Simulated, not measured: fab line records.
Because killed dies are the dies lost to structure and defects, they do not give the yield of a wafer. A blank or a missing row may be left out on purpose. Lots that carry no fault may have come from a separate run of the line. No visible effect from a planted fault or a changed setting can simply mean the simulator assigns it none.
Matching of chambers :: flow n5_finfet :: ald_hk-01 running N5_HKMG_FIN_ALD_75: 4 sister chambers
The step deposits Al2O3, target thk 1 nm, co reactant pulse time 1 s. 4 wafers are shown with their chamber, then 10 later ones without.

## WAFERS PAIRED WITH THEIR CHAMBERS
wafer: L091.1
chamber: 2
heater_power_w (W): 190

wafer: L093.5
chamber: 3
heater_power_w (W): 137

wafer: L094.1
chamber: 0
heater_power_w (W): 178

wafer: L094.2
chamber: 1
heater_power_w (W): 149

## WAFERS WITH NO CHAMBER GIVEN
wafer: L094.4
heater_power_w (W): 185

wafer: L095.1
heater_power_w (W): 157

wafer: L095.4
heater_power_w (W): 188

wafer: L095.5
heater_power_w (W): 154

wafer: L096.1
heater_power_w (W): 132

wafer: L096.2
heater_power_w (W): 179

wafer: L096.3
heater_power_w (W): 152

wafer: L097.1
heater_power_w (W): 152

wafer: L097.2
heater_power_w (W): 137

wafer: L097.6
heater_power_w (W): 138

## WHICH CHAMBER EACH WENT THROUGH
wafer: L094.4
from the rows above: can't be placed: 2 or 0
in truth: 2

wafer: L095.1
from the rows above: 1
in truth: 1

wafer: L095.4
from the rows above: can't be placed: 2 or 0
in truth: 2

wafer: L095.5
from the rows above: 1
in truth: 1

wafer: L096.1
from the rows above: 3
in truth: 3

wafer: L096.2
from the rows above: 0
in truth: 0

wafer: L096.3
from the rows above: 1
in truth: 1

wafer: L097.1
from the rows above: 1
in truth: 1

wafer: L097.2
from the rows above: 3
in truth: 3

wafer: L097.6
from the rows above: 3
in truth: 3
Placed correctly: 8 of 10. Unplaceable from these rows: 2, with the true chamber sitting among the candidates in 2. Number placed wrongly: 0.
How it was worked out, from the rows above alone: a wafer's distance from a chamber is the root of the sum, over the readings, of the square of ((its reading less the chamber's mean) divided by the reading's scatter). If the next closest chamber is less than 2 further off than the closest, the wafer can't be placed; otherwise it belongs to the closest. A chamber's mean is the mean of its shown wafers. The scatter (one wafer shown for each chamber): square how far every hidden wafer sits from the nearest shown wafer, average those squares and take the square root.
